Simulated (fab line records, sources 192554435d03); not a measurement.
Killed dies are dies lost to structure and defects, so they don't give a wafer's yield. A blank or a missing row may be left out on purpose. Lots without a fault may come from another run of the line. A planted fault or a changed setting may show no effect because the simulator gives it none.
Split-lot experiment | flow n5_finfet | 7 lots, 39 wafers read, on a route of 1938 steps

THE SPLIT
At N5_SD_EPI_N_ETCH_35 (etches SOC in N2/H2, overetch 108 nm, time 486 s), the setting time_s was moved away from the recipe's 486 s on 15 of the 39 wafers read, by -12.2% to +16.9%. The other wafers ran this setting at the recipe's value.

FROM THE SPLIT TO THE READING: what the file shows between them, 1 step
- N5_SD_EPI_N_STRIP_36: strips in N2/H2

THE READING
SiARC_of_SD_EPI_N_COAT_33.thk_nm (the simulator's own value, which no gauge read), in nm, at N5_SD_EPI_N_ETCHBACK_44 (etches SiNx in CH3F/O2, stops on SiO2, target depth 14.5 nm). The file gives no usual value for it. The 24 wafers here that ran the recipe average 15.9 nm, standard deviation 0.44 nm.

wafer  | tool, chamber at the split | time_s as run, s | against the recipe | SiARC_of_SD_EPI_N_COAT_33.thk_nm, nm | against lot-mates on the recipe
L074.1 | rie_diel-03, 0             | 486              | recipe             | 16.4                                 | -
L074.2 | rie_diel-03, 1             | 428.1            | -11.9%             | 18.6                                 | +2.7
L074.3 | rie_diel-03, 2,3           | 486              | recipe             | 15.6                                 | -
L074.5 | rie_diel-03, 2,3           | 486              | recipe             | 15.6                                 | -
L074.4 | rie_diel-03, 3             | 428.1            | -11.9%             | 17.4                                 | +1.5
L074.6 | rie_diel-03, 0             | 428.1            | -11.9%             | 18                                   | +2.1
L076.1 | rie_diel-02, 0             | 486              | recipe             | 15                                   | -
L076.2 | rie_diel-02, 1,2           | 486              | recipe             | 15.8                                 | -
L076.3 | rie_diel-02, 3             | 486              | recipe             | 16.2                                 | -
L076.5 | rie_diel-02, 3             | 486              | recipe             | 16.2                                 | -
L076.4 | rie_diel-02, 1,2           | 486              | recipe             | 16                                   | -
L076.6 | rie_diel-02, 0             | 486              | recipe             | 15.2                                 | -
L078.1 | rie_diel-03, 1             | 486              | recipe             | 17                                   | -
L078.3 | rie_diel-03, 3             | 486              | recipe             | 16                                   | -
L078.4 | rie_diel-03, 2             | 486              | recipe             | 15.8                                 | -
L080.1 | rie_diel-02, 2             | 486              | recipe             | 16.4                                 | -
L080.2 | rie_diel-02, 1             | 568.2            | +16.9%             | 13.2                                 | -2.7
L080.3 | rie_diel-02, 3             | 568.2            | +16.9%             | 14                                   | -1.9
L080.4 | rie_diel-02, 0,1           | 486              | recipe             | 15.6                                 | -
L080.6 | rie_diel-02, 0,1           | 486              | recipe             | 15.6                                 | -
L080.5 | rie_diel-02, 0             | 568.2            | +16.9%             | 12.6                                 | -3.3
L086.1 | rie_diel-03, 2,3           | 486              | recipe             | 15.8                                 | -
L086.2 | rie_diel-03, 2,3           | 486              | recipe             | 15.8                                 | -
L086.3 | rie_diel-03, 0             | 434.4            | -10.6%             | 18.2                                 | +2.1
L086.4 | rie_diel-03, 3             | 434.4            | -10.6%             | 17.4                                 | +1.3
L086.6 | rie_diel-03, 2             | 434.4            | -10.6%             | 17.4                                 | +1.3
L086.5 | rie_diel-03, 0             | 486              | recipe             | 16.6                                 | -
L093.1 | rie_diel-04, 2             | 426.5            | -12.2%             | 18.2                                 | +2.0
L093.2 | rie_diel-04, 1,3           | 486              | recipe             | 16.2                                 | -
L093.4 | rie_diel-04, 1,3           | 486              | recipe             | 16.2                                 | -
L093.6 | rie_diel-04, 1             | 486              | recipe             | 16.2                                 | -
L093.3 | rie_diel-04, 0             | 426.5            | -12.2%             | 17.8                                 | +1.6
L093.5 | rie_diel-04, 0             | 426.5            | -12.2%             | 17.6                                 | +1.4
L094.1 | rie_diel-02, 2             | 454.4            | -6.5%              | 17                                   | +1.3
L094.2 | rie_diel-02, 3             | 454.4            | -6.5%              | 17.6                                 | +1.9
L094.3 | rie_diel-02, 0             | 454.4            | -6.5%              | 16.4                                 | +0.7
L094.4 | rie_diel-02, 1             | 486              | recipe             | 15.8                                 | -
L094.5 | rie_diel-02, 1             | 486              | recipe             | 15.8                                 | -
L094.6 | rie_diel-02, 0             | 486              | recipe             | 15.4                                 | -
Where a row lists several chambers, the file gives one row for several wafers and doesn't say which wafer went through which chamber.

THE FIT
A straight line over all 39 wafers: SiARC_of_SD_EPI_N_COAT_33.thk_nm changes by -0.162 nm for each +1% of time_s; r = -0.94; the points scatter about the line by 0.46 nm.
The same after taking each lot's own level away (the mean of its wafers on the recipe; 39 wafers): -0.157 nm for each +1%; r = -0.94; scatter 0.44 nm.
On that fit, the largest move of time_s shifts the reading by 2.7 nm.
The lots' own levels span 15.67 to 16.27 nm, that is 1.4 times the standard deviation above.
So the lot-to-lot level changes the slope little: the two slopes agree.
Check: with one of the wafers moved furthest among these (+16.9%) left out of the fit, the line predicts -2.62 nm for it against its lot-mates. It came out at -2.67 nm against them.

OTHER SPLITS ON THESE WAFERS
These wafers also went through other splits before the reading. Each is held against what the fit with the lots' levels taken away leaves over:
other split on the same wafers | wafers away from the commonest value | r with SiARC_of_SD_EPI_N_COAT_33.thk_nm (lot level and that fit taken away)
N5_FIN_CUT_ETCH_21 bias_w      | 12                                   | -0.02
N5_SD_EPI_N_EXPOSE_06 dose_mj  | 15                                   | -0.23

THE WHOLE CHAIN: every reading that the file lists as answering this split, in the file's order
step                    | what it does                                                | reading                                                                           | change (the file's fit)               | r (the file's)
N5_SD_EPI_N_ETCH_35     | etches SOC in N2/H2, overetch 108 nm, time 486 s            | SiARC_of_SD_EPI_N_COAT_33.thk_nm (the simulator's own value, which no gauge read) | -0.154 nm for each +1% of the setting | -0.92
N5_SD_EPI_N_ETCHBACK_44 | etches SiNx in CH3F/O2, stops on SiO2, target depth 14.5 nm | SiARC_of_SD_EPI_N_COAT_33.thk_nm (the simulator's own value, which no gauge read) | -0.158 nm for each +1% of the setting | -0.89

THE FILE'S OWN FIT
SiARC_of_SD_EPI_N_COAT_33.thk_nm changes by -0.158 nm for each +1% of time_s, r = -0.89.
